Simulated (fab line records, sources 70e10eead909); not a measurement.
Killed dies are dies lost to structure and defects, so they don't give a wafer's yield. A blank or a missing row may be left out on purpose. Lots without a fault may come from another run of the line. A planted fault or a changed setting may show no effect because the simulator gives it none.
Chamber matching | flow nand_harc | NHARC_P_CONTACT_CMP_24 on cmp-02: 4 sister chambers
The step polishes, t overpolish 30 s, target thk 200 nm. 4 wafers are shown with their chamber, then 8 later ones without.

WAFERS WITH THEIR CHAMBER
wafer  | chamber | motor_current_A (A)
L085.2 | 3       | 10.4
L089.3 | 0       | 12.7
L089.4 | 1       | 11.9
L092.1 | 2       | 12.0

WAFERS WITHOUT THEIR CHAMBER
wafer  | motor_current_A (A)
L092.5 | 10.5
L092.6 | 12.1
L094.2 | 12.0
L094.3 | 12.4
L094.6 | 12.2
L096.3 | 12.7
L096.4 | 11.0
L096.6 | 11.5

WHICH CHAMBER EACH WENT THROUGH
wafer  | from the rows above          | in truth
L092.5 | 3                            | 3
L092.6 | can't be placed: 2 or 1 or 0 | 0
L094.2 | can't be placed: 2 or 1      | 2
L094.3 | can't be placed: 0 or 2 or 1 | 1
L094.6 | can't be placed: 2 or 1 or 0 | 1
L096.3 | 0                            | 0
L096.4 | can't be placed: 3 or 1 or 2 | 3
L096.6 | can't be placed: 1 or 2      | 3
Placed correctly: 2 of 8. Can't be placed from these rows: 6 (the true chamber is among the candidates in 5). Placed wrongly: 0.
How it was worked out, from the rows above alone: a wafer's distance from a chamber is the root of the sum, over the readings, of the square of ((its reading less the chamber's mean) divided by the reading's scatter). The wafer belongs to the nearest chamber; if the next one is less than 2 further off, it can't be placed. A chamber's mean is the mean of its shown wafers. The scatter: with one shown wafer a chamber, the root of the mean of the squares of how far each hidden wafer lies from its nearest shown one.
